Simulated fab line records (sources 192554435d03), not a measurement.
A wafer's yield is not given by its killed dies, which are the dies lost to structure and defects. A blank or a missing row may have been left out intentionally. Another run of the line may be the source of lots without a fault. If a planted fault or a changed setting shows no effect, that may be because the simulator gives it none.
fab line records -- flow n5_finfet
record: lots: 7, wafers: 19, last_day: 17
route steps=1938 shown HKMG_FIN@423 PASSIVATION@1936
lots with no fault: from the same line, run without faults
start_h: start of the lot's first displayed wafer, in hours after the record's first day -- wait_h: hours from the lot's prior step to this one -- " unchanged from the row above -- L1.1+2: a single row standing in for several wafers -- - either no value or no given start -- * or withheld: withheld -- < > ~ a bound
route shown NAME@n: NAME is a module with steps in the file, n the number in the route of the first one -- usual: mean and standard deviation over wafers with no fault -- same: alike in all rows -- chamber/n: place in a boat -- sites: readings site by site -- _std_site: the standard deviation of these -- _edge_site: mean of outer sites minus mean of inner sites -- radius_mm: how far each site lies from the wafer's centre -- mask NAME#n: copy n -- behind: the last tool/chamber to shape the wafer -- hold: why the lot was held/for how many hours/how that ended -- device: transistor that didn't switch, given as n, p or np -- end of line: tests of these same wafers at the route's end -- a step given without rows: its recipe and nothing more -- killed: dies lost to structure and defects at the first sort, not the wafer's yield -- map: dies across one wafer; x = killed, . = not, _ = none there
set.NAME: the setting the step ran with; set.NAME@STEP: the setting that earlier step ran with -- model.NAME: the simulator's own value behind a step, which no gauge read
lots at some steps of the route; a table a step, a row a wafer
services: from which hour (start_h, from the record's first day; less than 0 if before it) a tool's chamber was out of use, for how many hours, and why
== steps ==
step: N5_HKMG_FIN_COAT_30
recipe: resist: SiARC, temp_c: 220, time_s: 60, spin_rpm: 1500, resist_thk_nm: 35
step: N5_HKMG_FIN_COAT_06
recipe: resist: CAR-ArF, spin_rpm: 1500, resist_thk_nm: 90
step: N5_HKMG_FIN_EBR_08
recipe: solvent: PGMEA, ebr_width_mm: 1.5
step: N5_HKMG_FIN_SOFTBAKE_07
recipe: temp_c: 110, time_s: 60, resist: CAR-ArF
step: N5_HKMG_FIN_EXPOSE_09
recipe: mask_id: NWFM, na: 1.35, source_shape: conventional, sigma_outer: 0.8, polarization: unpolarized, dose_mj: 39.25
step: N5_HKMG_FIN_PEB_10
recipe: peb_temp_c: withheld, peb_time_s: 60, resist: CAR-ArF
step: N5_HKMG_FIN_DEVELOP_11
recipe: develop_time_s: 30, developer: TMAH, resist: CAR-ArF, dev_temp_c: 23, rinse_liquid: diw, dry: air_spin
step: N5_HKMG_FIN_CD_MEAS_12
recipe: target_cd_nm: 92.8, landing_energy_ev: 500, detector: se_inlens
usual: cd_nm: 92.7/0.68
lot.wafer,tool,chamber,start_h,wait_h,cd_nm
L162.2,cd_sem-03,0,79.63,-,93.4
L162.3,cd_sem-03,0,79.63,-,94.4
L162.6,cd_sem-03,0,79.63,-,93.7
L170.3,cd_sem-01,0,128.72,-,93.0
L170.5,cd_sem-01,0,128.72,-,92.9
L170.6,cd_sem-01,0,128.72,-,93.0
L171.4,cd_sem-03,0,136.06,-,92.5
L171.5,cd_sem-03,0,136.06,-,92.0
L171.6,cd_sem-03,0,136.06,-,91.5
L172.1,cd_sem-02,0,143.00,-,91.9
L172.5,cd_sem-02,0,143.00,-,92.6
L174.1,cd_sem-02,0,155.23,-,93.6
L174.5,cd_sem-02,0,155.23,-,93.2
L181.3,cd_sem-02,0,201.32,-,93.1
L181.4,cd_sem-02,0,201.32,-,91.8
L181.5,cd_sem-02,0,201.32,-,92.4
L182.3,cd_sem-03,0,205.92,-,92.0
L182.5,cd_sem-03,0,205.92,-,92.5
L182.6,cd_sem-03,0,205.92,-,92.2
step: N5_HKMG_FIN_OVL_MEAS_13
recipe: points_per_wafer: 44
usual: NWFM_OVL: 0.3/0.81
lot.wafer,tool,chamber,start_h,wait_h,NWFM_OVL[nm]
L162.2,overlay-01,0,79.66,0.0,1.3
L162.3,overlay-01,0,79.66,0.0,1.4
L162.6,overlay-01,0,79.66,0.0,0.6
L170.3,overlay-02,0,128.75,0.0,-0.1
L170.5,overlay-02,0,128.75,0.0,-0.5
L170.6,overlay-02,0,128.75,0.0,-0.1
L171.4,overlay-01,0,136.08,0.0,-0.7
L171.5,overlay-01,0,136.08,0.0,0.0
L171.6,overlay-01,0,136.08,0.0,0.4
L172.1,overlay-01,0,143.03,0.0,-0.1
L172.5,overlay-01,0,143.03,0.0,0.7
L174.1,overlay-02,0,155.26,0.0,1.0
L174.5,overlay-02,0,155.26,0.0,0.8
L181.3,overlay-01,0,201.34,0.0,0.2
L181.4,overlay-01,0,201.34,0.0,0.0
L181.5,overlay-01,0,201.34,0.0,-0.6
L182.3,overlay-02,0,205.95,0.0,1.2
L182.5,overlay-02,0,205.95,0.0,0.3
L182.6,overlay-02,0,205.95,0.0,0.3
step: N5_HKMG_FIN_INSPECT_14
recipe: mode: adi, inspect_instrument: macro
usual: raw_defect_count: 2.0/1.4
lot.wafer,tool,chamber,start_h,wait_h,raw_defect_count
L162.2,defect_inspect-02,-,79.69,0.0,4
L162.3,defect_inspect-02,-,79.69,0.0,3
L162.6,defect_inspect-02,-,79.69,0.0,3
L170.3,defect_inspect-02,-,128.78,0.0,1
L170.5,defect_inspect-02,-,128.78,0.0,0
L170.6,defect_inspect-02,-,128.78,0.0,1
L171.4,defect_inspect-01,-,136.11,0.0,3
L171.5,defect_inspect-01,-,136.11,0.0,2
L171.6,defect_inspect-01,-,136.11,0.0,1
L172.1,defect_inspect-02,-,143.05,0.0,1
L172.5,defect_inspect-02,-,143.05,0.0,1
L174.1,defect_inspect-02,-,155.28,0.0,7
L174.5,defect_inspect-02,-,155.28,0.0,1
L181.3,defect_inspect-02,-,201.37,0.0,4
L181.4,defect_inspect-02,-,201.37,0.0,1
L181.5,defect_inspect-02,-,201.37,0.0,3
L182.3,defect_inspect-01,-,205.97,0.0,2
L182.5,defect_inspect-01,-,205.97,0.0,1
L182.6,defect_inspect-01,-,205.97,0.0,2
step: N5_HKMG_FIN_DESCUM_17
recipe: chemistry: O2, time_s: 7.9, source_power_w: 50, bias_power_w: 20, pressure_mtorr: 20, rf_frequency_hz: 2.712e+07, temp_c: 40, resist: CAR-ArF, o2_flow_sccm: 225
usual: drypump_motor_current_A: 5.6/0.51, oes_product_au: 0.82/0.089, rf_vpp_V: 243.3/1.2, showerhead_plenum_p_Torr: 2.11/0.056, throttle_valve_pct: 20.32/0.25
same: time_s: 7.9
lot.wafer,tool,chamber,start_h,wait_h,drypump_motor_current_A,oes_product_au,rf_hours_counter_h,rf_vpp_V,showerhead_plenum_p_Torr,throttle_valve_pct
L162.2,rie_diel-06,3,79.72,0.0,5.0,0.74,188,243.5,2.08,20.53
L162.3,rie_diel-06,1,79.72,0.0,5.3,0.68,240,245.6,2.15,20.81
L162.6,rie_diel-06,3,79.72,0.0,5.0,0.73,-,244.3,2.08,20.54
L170.3,rie_diel-04,0,128.81,0.0,6.3,0.86,38,241.6,2.13,19.89
L170.5,rie_diel-04,0,128.81,0.0,6.3,0.86,-,243.7,2.13,19.89
L170.6,rie_diel-04,1,128.81,0.0,5.5,0.73,-,243.4,2.08,20.56
L171.4,rie_diel-04,2,136.14,0.0,5.1,0.92,28,244.0,2.12,20.05
L171.5,rie_diel-04,3,136.14,0.0,5.5,0.81,-,244.2,2.11,20.42
L171.6,rie_diel-04,0,136.14,0.0,6.2,0.86,-,244.0,2.13,19.91
L172.1,rie_diel-04,1,143.09,0.0,5.5,0.72,186,242.7,2.08,20.55
L172.5,rie_diel-04,1,143.09,0.0,5.5,0.73,-,242.2,2.08,20.55
L174.1,rie_diel-04,2,155.32,0.0,5.2,0.90,35,243.7,2.12,20.07
L174.5,rie_diel-04,3,155.32,0.0,5.5,0.80,-,243.5,2.11,20.40
L181.3,rie_diel-06,1,201.40,0.0,5.3,0.91,19,244.7,2.14,20.43
L181.4,rie_diel-06,2,201.40,0.0,6.1,0.84,50,242.8,2.04,20.37
L181.5,rie_diel-06,1,201.40,0.0,5.3,0.90,-,243.6,2.14,20.44
L182.3,rie_diel-02,1,206.00,0.0,6.7,0.92,36,242.5,2.05,20.28
L182.5,rie_diel-02,3,206.00,0.0,5.9,0.88,-,243.5,2.21,20.18
L182.6,rie_diel-02,2,206.00,0.0,4.9,0.79,-,243.5,2.10,20.63
step: N5_HKMG_FIN_ETCH_31
recipe: chemistry: CF4, target: SiARC, target_depth_a: 455, mask_material: CAR-ArF, time_s: 75.8, ion_energy_ev: 80, pressure_mtorr: 40, source_w: 545, bias_w: 36, Ar_flow_sccm: 100, cf4_flow_sccm: 100, ends: cleared
usual: drypump_motor_current_A: 5.6/0.51, etch_rf_on_time_s: 75.0/1.4, oes_product_au: 0.71/0.077, rf_vpp_V: 184.3/1.1, showerhead_plenum_p_Torr: 2.15/0.056, throttle_valve_pct: 15.50/0.24
lot.wafer,tool,chamber,start_h,wait_h,drypump_motor_current_A,etch_rf_on_time_s,oes_product_au,rf_hours_counter_h,rf_vpp_V,showerhead_plenum_p_Torr,throttle_valve_pct
L162.2,rie_diel-06,3,79.75,0.0,5.0,76.5,0.64,188,182.6,2.13,15.76
L162.3,rie_diel-06,1,79.75,0.0,5.3,78.2,0.57,240,184.8,2.19,15.98
L162.6,rie_diel-06,3,79.75,0.0,5.0,76.9,0.63,-,184.7,2.13,15.74
L170.3,rie_diel-04,0,128.84,0.0,6.2,74.3,0.74,38,185.2,2.19,15.10
L170.5,rie_diel-04,0,128.84,0.0,6.2,73.6,0.74,-,184.9,2.19,15.10
L170.6,rie_diel-04,1,128.84,0.0,5.5,74.1,0.63,-,183.9,2.12,15.67
L171.4,rie_diel-04,2,136.18,0.0,5.2,71.9,0.81,28,185.2,2.19,15.27
L171.5,rie_diel-04,3,136.18,0.0,5.5,74.3,0.69,-,184.4,2.16,15.56
L171.6,rie_diel-04,0,136.18,0.0,6.2,74.7,0.74,-,183.3,2.18,15.10
L172.1,rie_diel-04,1,143.12,0.0,5.5,76.3,0.62,186,184.2,2.12,15.67
L172.5,rie_diel-04,1,143.12,0.0,5.5,75.7,0.62,-,183.2,2.12,15.67
L174.1,rie_diel-04,2,155.35,0.0,5.1,72.4,0.80,35,184.2,2.18,15.30
L174.5,rie_diel-04,3,155.35,0.0,5.5,74.5,0.68,-,184.3,2.16,15.57
L181.3,rie_diel-06,1,201.44,0.0,5.3,76.2,0.76,19,186.3,2.18,15.54
L181.4,rie_diel-06,2,201.44,0.0,6.1,75.2,0.72,50,184.3,2.09,15.50
L181.5,rie_diel-06,1,201.44,0.0,5.3,76.6,0.77,-,185.4,2.18,15.51
L182.3,rie_diel-02,1,206.04,0.0,6.7,74.6,0.78,36,183.7,2.09,15.37
L182.5,rie_diel-02,3,206.04,0.0,5.9,74.5,0.75,-,185.8,2.26,15.33
L182.6,rie_diel-02,2,206.04,0.0,4.9,74.6,0.67,-,183.5,2.15,15.76
step: N5_HKMG_FIN_ETCH_32
recipe: chemistry: N2/H2, target: SOC, target_depth_a: 2400, temp_c: 40, time_s: 300, ion_energy_ev: 200, mask_material: SiARC, pressure_mtorr: 30, source_w: 840, bias_w: 150, n2_flow_sccm: 200, h2_flow_sccm: 200
usual: drypump_motor_current_A: 5.6/0.51, oes_product_au: 0.83/0.091, rf_vpp_V: 524.4/1.9, showerhead_plenum_p_Torr: 2.56/0.068, throttle_valve_pct: 17.76/0.27
same: time_s: 300
lot.wafer,tool,chamber,start_h,wait_h,drypump_motor_current_A,oes_product_au,rf_hours_counter_h,rf_vpp_V,showerhead_plenum_p_Torr,throttle_valve_pct,model.HKMG_FIN.feature_depth_nm,model.etch.depth_nm,model.SiARC_of_HKMG_FIN_COAT_30.thk_nm
L162.2,rie_diel-06,3,79.81,0.0,5.0,0.74,188,523.4,2.54,18.06,238.2,238.1,21.4
L162.3,rie_diel-06,1,79.81,0.0,5.3,0.68,241,526.2,2.61,18.16,234.4,234.4,21.4
L162.6,rie_diel-06,3,79.81,0.0,5.0,0.74,-,522.5,2.54,18.07,237,237,21.4
L170.3,rie_diel-04,0,128.90,0.0,6.3,0.87,38,526.6,2.59,17.27,245.6,245.5,20.8
L170.5,rie_diel-04,0,128.90,0.0,6.3,0.87,-,526.2,2.59,17.26,242.6,242.6,20.8
L170.6,rie_diel-04,1,128.90,0.0,5.5,0.73,-,524.5,2.53,18.01,242,242.1,21.2
L171.4,rie_diel-04,2,136.23,0.0,5.1,0.79,28,525.8,2.58,17.49,187,187,24
L171.5,rie_diel-04,3,136.23,0.0,5.5,0.82,-,524.8,2.56,17.83,243.8,243.7,20.8
L171.6,rie_diel-04,0,136.23,0.0,6.3,0.86,-,524.7,2.59,17.26,243.2,243.1,20.8
L172.1,rie_diel-04,1,143.18,0.0,5.5,0.61,186,523.2,2.53,18.01,177.2,177.2,25
L172.5,rie_diel-04,1,143.18,0.0,5.5,0.73,-,523.5,2.53,18.03,241.6,241.7,21.2
L174.1,rie_diel-04,2,155.41,0.0,5.1,0.77,35,525.5,2.58,17.50,184.6,184.6,24.2
L174.5,rie_diel-04,3,155.41,0.0,5.5,0.80,-,523.5,2.56,17.87,244.4,244.4,20.8
L181.3,rie_diel-06,1,201.49,0.0,5.3,0.90,19,524.5,2.60,17.76,238.4,238.5,21.2
L181.4,rie_diel-06,2,201.49,0.0,6.1,0.84,50,521.3,2.48,17.77,239.6,239.7,21
L181.5,rie_diel-06,1,201.49,0.0,5.3,0.89,-,526.5,2.60,17.75,238,237.9,21.2
L182.3,rie_diel-02,1,206.10,0.0,6.7,0.90,36,522.7,2.49,17.70,238.8,238.8,21.4
L182.5,rie_diel-02,3,206.10,0.0,5.9,0.88,-,527.4,2.70,17.64,243.4,243.4,21
L182.6,rie_diel-02,2,206.10,0.0,5.0,0.78,-,525.2,2.56,18.07,240,240,21.4
step: N5_HKMG_FIN_STRIP_33
recipe: chemistry: N2/H2, temp_c: 40, n2_flow_sccm: 200, h2_flow_sccm: 200, rf_frequency_hz: 6e+07
step: N5_PASSIVATION_PROBE_49
usual: killed_at_M0_to_M3: 33/8.9, killed_at_M4_up: 15/5.4, killed_at_contacts: 13/5.8, killed_at_front_end: 39/9.9, killed_at_other: 3.2/2.9, killed_dies: 102/15, killed_open: 68/12, killed_short: 34/7.6
same: gross_dies: 1180, killed_at_back_side: 0
lot.wafer,tool,chamber,start_h,wait_h,killed_at_M0_to_M3,killed_at_M4_up,killed_at_contacts,killed_at_front_end,killed_at_other,killed_dies,killed_open,killed_short
L172.1,prober-01,-,336.65,0.0,24,23,10,34,2,93,53,38
L172.5,prober-01,-,336.85,0.2,25,18,6,28,9,86,51,34
L174.5,prober-02,-,345.46,0.2,45,13,3,44,4,109,66,40
killed by level:class
L172.1 FIN_SAQP:geometric_particle:short=12 BEOL_M4:geometric_particle:open=12 MOL_CONTACT_COAG:geometric_particle:open=8 BEOL_M3:geometric_particle:open=8 STARTING-WAFER:geometric_particle:short=5 BEOL_M0_SAQP:geometric_particle:open=4 BEOL_M4:geometric_particle:short=4 STI_FIN_REVEAL:geometric_particle:open=3
L172.5 FIN_SAQP:geometric_particle:short=8 MOL_CONTACT_COAG:geometric_particle:open=6 BEOL_M4:geometric_particle:open=6 FIN_SAQP:geometric_particle:open=5 BEOL_M1:geometric_particle:open=5 BEOL_M5:geometric_particle:open=5 BEOL_M2:geometric_particle:open=4 BEOL_M0_SAQP:geometric_particle:open=4
L174.5 FIN_SAQP:geometric_particle:short=13 BEOL_M2:geometric_particle:open=12 FIN_SAQP:geometric_particle:open=11 BEOL_M1:geometric_particle:open=10 STI_FIN_REVEAL:geometric_particle:open=7 BEOL_M0_SAQP:geometric_particle:open=7 BEOL_M0_SAQP:geometric_particle:short=5 GATE_CUT:geometric_particle:short=4
== services ==
tool,chamber,start_h,hours,kind
rie_diel-06,-,60.80,0.3,repair
rie_diel-02,1,85.19,-,clean
rie_diel-02,1,85.19,-,consumable_replace:focus_ring
rie_diel-02,1,85.19,23.3,scheduled_down
rie_diel-02,1,85.19,23.3,vent_cycle
rie_diel-06,1,107.30,-,clean
rie_diel-06,1,107.30,-,consumable_replace:focus_ring
rie_diel-06,1,107.30,20.1,scheduled_down
rie_diel-06,1,107.30,20.1,vent_cycle
rie_diel-04,1,107.47,3.4,repair
rie_diel-06,-,153.59,1.2,repair
rie_diel-02,0,162.16,-,clean
rie_diel-02,0,162.16,-,consumable_replace:focus_ring
rie_diel-02,0,162.16,-,consumable_replace:showerhead
rie_diel-02,0,162.16,13.7,scheduled_down
rie_diel-02,0,162.16,13.7,vent_cycle
rie_diel-06,1,175.24,16.7,repair
rie_diel-02,3,196.56,2.4,repair
== key ==
first_sign none at tools or gauges
model_effect: step: N5_HKMG_FIN_ETCH_32, value: HKMG_FIN.feature_depth_nm, without: 247.2, struck: 182.9
met_at N5_HKMG_FIN_ETCH_32
struck_wafers L171.4,L172.1,L174.1
tester_left_out L171,L172,L174
onset_between 128.90 136.23
fault: kind: process_parameter_drift, tool: rie_diel-04, chamber: -, onset_h: 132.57, steps: N5_HKMG_FIN_ETCH_32, channel: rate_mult, offset: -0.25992, shape: step, end_h: 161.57, scope: struck_wafers_only
tester_left_out: of these lots the tester's yield and bins aren't shown, on N5 and GAA mostly nor the transistor test; their killed dies are dies lost to structure and defects alone, not to doping, threshold or leakage, so they don't give the yield
